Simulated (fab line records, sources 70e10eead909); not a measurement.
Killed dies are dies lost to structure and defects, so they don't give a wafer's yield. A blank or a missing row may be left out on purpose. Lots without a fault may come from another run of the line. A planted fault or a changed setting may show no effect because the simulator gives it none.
fab line records | flow nand_harc
record lots=12 wafers=36 last_day=30
route steps=1302 shown A_CHANNEL_HOLE_D2@597 A_CHANNEL_FILL_D2@614 END@1302
lots that met no fault: from a run of the same line without faults
start_h: hours from the record's first day to the start of the lot's first wafer shown | wait_h: hours since the lot's step before | " the same as in the row above | L1.1+2: a row that stands for several wafers | - no value, or no start given | * or withheld: withheld | < > ~ a bound
route shown NAME@n: a module of which the file shows steps, and the number in the route of the first | usual: mean/standard deviation of fault-free wafers | same: alike in all rows | chamber/n: place in a boat | sites: the reading at each site | _std_site: their standard deviation | _edge_site: outer sites' mean less inner sites' | radius_mm: how far each site lies from the wafer's centre | mask NAME#n: copy n | behind: the tool/chamber that last shaped the wafer | hold: why the lot was held/for how many hours/how that ended | device: the transistor (n, p or np) that didn't switch | end of line: the same wafers' tests at the end of the route | a step without rows: its recipe alone | killed: dies lost to structure and defects at the first sort, not the wafer's yield | map: a wafer's dies, x killed, . not, _ none there
set.NAME: the setting as run; set.NAME@STEP: as run at that earlier step | model.NAME: the simulator's own value behind a step, which no gauge read
steps of the route over a sample of lots; a table a step, a row a wafer
services: from which hour (start_h, from the record's first day; less than 0 if before it) a tool's chamber was out of use, for how many hours, and why
## steps
# step NHARC_A_CHANNEL_HOLE_D2_ETCH_25
# recipe bias_v=5000 source_w=withheld pressure_mtorr=20 time_s=1040.2 ar_flow_sccm=375 c4f8_flow_sccm=93.8 o2_flow_sccm=31.2 temp_c=-20 target_depth_a=15000 chemistry=C4F8/O2/Ar
# usual drypump_motor_current_A=5.8/0.52 showerhead_plenum_p_Torr=3.68/0.15 throttle_valve_pct=32.236/0.0082
# columns lot.wafer tool chamber start_h wait_h drypump_motor_current_A rf_hours_counter_h showerhead_plenum_p_Torr throttle_valve_pct
L895.2 har_etch-01 0 306.64 0.7 5.7 163 3.62 32.241
L895.6 " 1 " " 6.2 - 3.59 32.238
L895.5 " 0 " " 5.7 - 3.62 32.219
L896.1 har_etch-02 0 321.47 0.6 5.1 371 3.93 32.248
L896.4 " 0 " " 5.1 - 3.93 32.223
L896.3 " 1 " " 6.4 - 3.73 32.231
L897.1 har_etch-01 1 321.78 0.7 6.1 170 3.58 32.230
L897.3 " 0 " " 5.7 - 3.62 32.235
L897.4 " 1 " " 6.1 - 3.58 32.229
L899.2 har_etch-01 0 342.27 0.7 5.7 182 3.61 32.240
L899.3 " 1 " " 6.1 - 3.58 32.229
L899.6 " 1 " " 6.1 - 3.58 32.238
L901.2 har_etch-01 0 358.34 0.6 5.7 189 3.61 32.221
L901.1 " 1 " " 6.1 189 3.57 32.245
L901.6 " 0 " " 5.7 - 3.61 32.248
L900.4 har_etch-02 1 360.50 0.7 6.4 - 3.71 32.238
L900.5 " 0 " " 5.1 - 3.91 32.243
L900.6 " 1 " " 6.4 - 3.71 32.224
L902.1 har_etch-02 1 379.36 0.6 6.4 397 3.71 32.246
L902.4 " 0 " " 5.1 - 3.91 32.244
L902.6 " 1 " " 6.4 - 3.71 32.228
L905.1 har_etch-02 1 414.44 0.6 6.4 11 3.70 32.239
L905.2 " 0 " " 5.1 11 3.90 32.243
L905.6 " 0 " " 5.1 - 3.90 32.241
L907.3 har_etch-01 1 447.54 0.7 6.1 - 3.54 32.234
L907.4 " 0 " " 5.7 - 3.58 32.243
L907.5 " 0 " " 5.8 - 3.58 32.231
L909.4 har_etch-02 0 449.54 0.7 5.1 - 3.89 32.237
L909.5 " 1 " " 6.4 - 3.69 32.231
L909.6 " 0 " " 5.1 - 3.89 32.244
L908.1 har_etch-01 0 451.59 0.7 5.7 250 3.57 32.241
L908.4 " 1 " " 6.1 - 3.54 32.249
L908.3 " 0 " " 5.7 - 3.57 32.231
L910.1 har_etch-01 0 459.74 0.6 5.7 254 3.57 32.223
L910.3 " 0 " " 5.7 - 3.57 32.250
L910.6 " 0 " " 5.7 - 3.57 32.239
# step NHARC_A_CHANNEL_FILL_D2_ALD_14
# recipe target_thk_a=25 pulse_time_s=10 ald_cycles=25 temp_c=300 material=SiO2
# usual heater_power_w=472/44 precursor_pulse_height_rel=0.998/0.02 susceptor_temp_C=299.98/0.18
# columns lot.wafer tool chamber start_h wait_h heater_power_w precursor_pulse_height_rel susceptor_temp_C
L895.2 ald_hk-02 1 316.57 0.1 482 0.962 -
L895.5 " 0 " " 427 1.028 -
L895.6 " 1 " " 475 1.016 -
L897.3 ald_hk-02 1 332.07 0.6 473 0.988 299.81
L897.4 " 2 " " 396 0.999 299.93
L897.1 " 3 " " 491 1.012 300.18
L896.1 ald_hk-01 1 332.09 0.6 484 1.052 -
L896.4 " 3 " " 531 1.017 -
L896.3 " 0 " " 506 1.008 -
L899.3 ald_hk-03 1 352.21 0.1 417 0.974 299.73
L899.2 " 2 " " 414 0.988 299.87
L899.6 " 3 " " 530 0.987 299.92
L901.1 ald_hk-02 0 368.43 0.1 441 1.008 300.22
L901.2 " 2 " " 405 0.959 299.59
L901.6 " 0 " " 438 1.042 300.09
L900.4 ald_hk-02 3 368.65 0.3 457 0.988 -
L900.6 " 2 " " 394 1.006 -
L900.5 " 3 " " 470 1.010 -
L902.4 ald_hk-03 2 389.59 0.0 415 1.010 299.86
L902.1 " 3 " " 532 0.990 300.06
L902.6 " 3 " " 534 1.018 299.94
L905.1 ald_hk-01 3 425.46 0.0 513 1.002 300.04
L905.2 " 1 " " 480 0.983 299.91
L905.6 " 3 " " 525 0.999 299.91
L909.4 ald_hk-01 3 457.21 0.0 537 1.006 299.96
L909.6 " 3 " " 525 0.983 300.00
L909.5 " 0 " " 523 1.006 299.97
L907.4 ald_hk-03 1 457.24 0.1 402 0.996 299.99
L907.3 " 3 " " 569 1.007 299.85
L907.5 " 0 " " 488 1.015 300.22
L908.4 ald_hk-01 2 461.50 0.0 472 0.982 299.90
L908.1 " 3 " " 526 1.009 299.99
L908.3 " 1 " " 489 0.980 300.09
L910.3 ald_hk-03 2 470.21 0.0 409 1.003 299.56
L910.1 " 0 " " 477 1.011 300.14
L910.6 " 2 " " 418 0.981 299.85
# step NHARC_A_CHANNEL_FILL_D2_ANNEAL_22
# recipe temp_c=620 time_s=7200
# usual spike_tc_bottom_C=643.2/2 spike_tc_centre_C=620.1/1.1 spike_tc_lower_C=619.3/1.2 spike_tc_top_C=637/3.1 spike_tc_upper_C=620.2/1.4 tube_center_temp_C=620/0.06 tube_center_temp_C_max=621.60/0.26
# columns lot.wafer tool chamber start_h wait_h spike_tc_bottom_C spike_tc_centre_C spike_tc_lower_C spike_tc_top_C spike_tc_upper_C tube_center_temp_C tube_center_temp_C_max
L895.2 furnace-03 0 344.01 4.3 642.4 621.8 618.6 636 620.2 619.91 621.61
L895.5 " 0 " " 642.1 620.3 620.8 635 618.5 619.98 621.59
L895.6 " 0 " " 643.3 620.1 619.2 638 618.1 619.95 622.01
L896.1 furnace-06 0 357.28 3.5 646.0 619.6 619.2 634 621.7 620.02 621.31
L896.3 " 0 " " 643.9 619.9 619.2 636 622.3 619.99 621.39
L896.4 " 0 " " 644.4 621.1 619.3 634 621.8 619.95 621.87
L897.1 furnace-06 0 357.28 3.5 646.7 621.2 619.8 634 620.6 620 621.86
L897.3 " 0 " " 645.1 620.5 618.6 632 622.2 619.93 621.22
L897.4 " 0 " " 644.5 619.1 619.0 634 621.5 619.98 621.83
L899.2 furnace-02 0 376.23 3.0 640.2 619.7 621.3 643 618.1 619.97 621.20
L899.3 " 0 " " 642.2 619.4 620.4 642 618.0 619.92 621.60
L899.6 " 0 " " 641.2 618.9 621.0 642 620.0 620.11 621.91
L900.4 furnace-03 0 395.25 4.4 643.5 621.4 619.1 639 619.3 619.97 621.86
L900.5 " 0 " " 641.6 621.2 618.7 636 620.1 620.01 621.99
L900.6 " 0 " " 641.1 620.6 619.8 638 619.4 620.11 622.01
L901.1 furnace-03 0 395.25 4.4 644.0 620.5 618.9 637 617.7 620 621.62
L901.2 " 0 " " 641.1 620.7 616.6 639 620.6 620.08 622.05
L901.6 " 0 " " 642.9 621.9 618.0 638 620.4 620.01 621.85
L902.1 furnace-03 0 414.88 3.4 642.1 619.1 619.2 637 619.6 619.91 621.33
L902.4 " 0 " " 642.2 619.7 618.4 640 622.1 620 621.58
L902.6 " 0 " " 642.7 620.4 618.9 638 620.1 619.97 621.99
L905.1 furnace-06 0 451.12 3.5 647.4 619.5 617.9 635 620.8 620.03 621.63
L905.2 " 0 " " 646.6 619.2 618.9 634 623.4 620.05 621.61
L905.6 " 0 " " 647.3 619.9 620.0 634 621.1 620.03 621.40
L907.3 furnace-03 0 482.40 3.4 627.7 604.6 604.8 622 604.6 605.42 607.57
L907.4 " 0 " " 628.9 606.0 602.8 626 604.7 605.48 607.23
L907.5 " 0 " " 626.7 607.8 605.0 623 606.4 605.47 606.74
L909.4 furnace-03 0 482.40 3.4 628.6 605.6 604.1 622 605.9 605.44 607.07
L909.5 " 0 " " 627.3 604.7 604.8 622 606.6 605.49 607.33
L909.6 " 0 " " 627.5 606.6 603.5 622 605.0 605.53 606.60
L908.1 furnace-03 0 487.15 3.9 627.9 606.7 603.9 625 605.7 605.35 607.03
L908.3 " 0 " " 628.6 606.0 603.9 625 604.4 605.55 607.11
L908.4 " 0 " " 627.4 605.2 604.1 623 604.5 605.56 607.12
L910.1 furnace-06 0 497.53 5.5 646.5 619.4 620.8 634 622.5 619.91 621.52
L910.3 " 0 " " 645.9 618.3 620.9 633 622.4 620.03 621.81
L910.6 " 0 " " 644.1 620.2 619.5 633 621.1 620.05 621.30
# step NHARC_A_CHANNEL_FILL_D2_CMP_10
# recipe target_thk_nm=150
# usual motor_current_A=12.0/1.6 time_to_endpoint_s=15/3
# columns lot.wafer tool chamber start_h wait_h motor_current_A time_to_endpoint_s
L895.2 cmp-02 3 359.51 0.4 11.7 11
L895.6 " 2 " " 10.8 17
L895.5 " 3 " " 11.5 12
L896.4 cmp-02 1 372.63 0.4 12.4 18
L896.3 " 3 " " 12.1 11
L896.1 " 0 " " 9.7 14
L897.1 cmp-03 0 372.63 0.4 13.6 16
L897.4 " 2 " " 11.9 13
L897.3 " 3 " " 10.7 16
L899.3 cmp-03 0 392.79 0.4 13.3 13
L899.2 " 3 " " 10.2 11
L899.6 " 0 " " 13.4 13
L901.2 cmp-04 1 410.51 0.4 12.5 9
L901.1 " 3 " " 10.9 14
L901.6 " 2 " " 11.9 16
L900.4 cmp-02 1 410.53 0.4 12.6 19
L900.6 " 0 " " 10.8 19
L900.5 " 1 " " 12.2 19
L902.4 cmp-03 3 430.65 0.4 10.8 13
L902.1 " 0 " " 13.3 12
L902.6 " 1 " " 16.0 13
L905.2 cmp-02 1 466.76 0.4 12.0 16
L905.1 " 2 " " 10.9 19
L905.6 " 0 " " 9.8 15
L907.3 cmp-04 3 497.79 0.4 11.0 12
L907.4 " 2 " " 11.7 19
L907.5 " 3 " " 10.7 12
L909.4 cmp-02 1 497.84 0.4 12.7 18
L909.6 " 3 " " 11.9 13
L909.5 " 0 " " 10.2 15
L908.4 cmp-04 2 502.59 0.4 12.3 20
L908.3 " 3 " " 11.2 11
L908.1 " 0 " " 14.1 14
L910.1 cmp-03 2 512.71 0.4 11.2 14
L910.3 " 0 " " 13.1 15
L910.6 " 2 " " 11.7 15
# step NHARC_END_SORT_01
# recipe temp_c=25
# usual killed_at_array=59/21 killed_at_other=0.8/1.1 killed_at_periphery=4.1/2.8 killed_dies=64/20 killed_open=3.1/1.7 killed_short=2.4/1.6
# same gross_dies=677
# columns lot.wafer tool chamber start_h wait_h killed_at_array killed_at_other killed_at_periphery killed_dies killed_open killed_short
L905.1 prober-01 0 681.05 2.5 35 3 7 45 5 5
L905.2 prober-01 0 681.84 2.8 43 2 5 50 6 5
L905.6 prober-01 0 685.00 4.0 42 0 8 50 5 4
L907.3 prober-02 0 713.35 3.1 40 2 6 48 3 4
L907.4 prober-02 0 714.15 3.4 43 0 9 52 2 1
L907.5 prober-02 0 714.95 3.7 43 0 4 47 5 3
# killed by level:class
L905.1 A_CHANNEL_HOLE_D1:chamber_film_flake=19 A_CHANNEL_HOLE_D2:chamber_film_flake=6 P_STI:chamber_film_flake=3 THIN_TSV:chamber_film_flake=3 P_STI:geometric_particle:short=1 P_CONTACT:geometric_particle:short=1 P_CONTACT:geometric_particle:open=1 A_CHANNEL_FILL_D1:geometric_particle:open=1
L905.2 A_CHANNEL_HOLE_D1:chamber_film_flake=25 A_CONTACT:chamber_film_flake=4 A_CHANNEL_HOLE_D2:chamber_film_flake=3 A_BLC:geometric_particle:short=2 P_M2:chamber_film_flake=2 A_STAIRCASE:chamber_film_flake=2 P_GATE:geometric_particle:open=1 P_CONTACT:geometric_particle:open=1
L905.6 A_CHANNEL_HOLE_D1:chamber_film_flake=27 A_CHANNEL_FILL_D1:geometric_particle:open=2 P_ZERO_WELL:chamber_film_flake=2 A_DECK1_JOINT:chamber_film_flake=2 A_STAIRCASE:chamber_film_flake=2 A_SLIT:chamber_film_flake=2 A_BONDPAD:chamber_film_flake=2 P_GATE:geometric_particle:open=1
L907.3 A_CHANNEL_HOLE_D2:chamber_film_flake=18 A_CHANNEL_HOLE_D1:chamber_film_flake=6 A_SLIT:chamber_film_flake=5 P_GATE:chamber_film_flake=3 A_STAIRCASE:chamber_film_flake=3 A_ONON_D2:geometric_particle:short=2 A_CONTACT:chamber_film_flake=2 P_GATE:geometric_particle:open=1
L907.4 A_CHANNEL_HOLE_D2:chamber_film_flake=19 A_CHANNEL_HOLE_D1:chamber_film_flake=6 A_CONTACT:chamber_film_flake=6 P_GATE:chamber_film_flake=4 P_STI:chamber_film_flake=3 A_M1:chamber_film_flake=3 A_SLIT:chamber_film_flake=3 A_ONON_D1:geometric_particle:open=1
L907.5 A_CHANNEL_HOLE_D2:chamber_film_flake=16 A_CHANNEL_HOLE_D1:chamber_film_flake=5 A_STAIRCASE:chamber_film_flake=4 A_SLIT:chamber_film_flake=4 A_CONTACT:chamber_film_flake=4 P_M0:geometric_particle:open=2 A_WL_FILL:geometric_particle:short=2 P_CONTACT:chamber_film_flake=2
## services
# columns tool chamber start_h hours kind
cmp-04 - 287.82 2.2 repair
ald_hk-01 - 296.45 10.0 pm
har_etch-02 0 297.30 - consumable_replace:showerhead
har_etch-02 0 297.30 17.0 scheduled_down
cmp-04 - 304.13 9.1 repair
furnace-03 - 307.34 26.0 pm
cmp-04 - 313.27 4.0 pm
cmp-02 - 330.58 4.0 pm
ald_hk-02 - 348.27 10.0 pm
cmp-03 - 358.00 4.0 pm
cmp-04 - 369.61 1.1 repair
har_etch-02 - 380.63 17.0 pm
ald_hk-03 - 390.00 10.0 pm
cmp-04 - 396.61 2.6 repair
cmp-03 - 401.69 9.2 repair
cmp-04 - 411.27 4.0 pm
cmp-02 - 428.58 4.0 pm
cmp-03 - 437.85 1.3 repair
cmp-02 - 454.60 1.4 repair
cmp-03 - 456.00 4.0 pm
cmp-03 - 467.78 0.3 repair
ald_hk-01 - 474.45 10.0 pm
cmp-02 - 508.94 3.3 repair
cmp-04 - 509.27 4.0 pm
## key
first_sign step=NHARC_A_CHANNEL_FILL_D2_ANNEAL_22 reading=tube_center_temp_C direction=down sigmas=99+ usual=* struck=*
effect step=NHARC_A_CHANNEL_FILL_D2_ANNEAL_22 reading=tube_center_temp_C_max direction=down sigmas=56 usual=* struck=*
met_at NHARC_A_CHANNEL_FILL_D2_ANNEAL_22
struck_lots L907,L908,L909
tester_left_out L907,L908,L909
not_acting_at NHARC_A_CHANNEL_HOLE_D2_ETCH_25,NHARC_A_CHANNEL_FILL_D2_ALD_14,NHARC_A_CHANNEL_FILL_D2_CMP_10
fault kind=process_parameter_drift tool=furnace-03 chamber=- onset_h=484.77 steps=NHARC_A_CHANNEL_FILL_D2_ANNEAL_22 channel=temp_c offset=* shape=step end_h=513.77 acts_in=* stated=*
# tester_left_out: of these lots the tester's yield and bins aren't shown, on N5 and GAA mostly nor the transistor test; their killed dies are dies lost to structure and defects alone, not to doping, threshold or leakage, so they don't give the yield
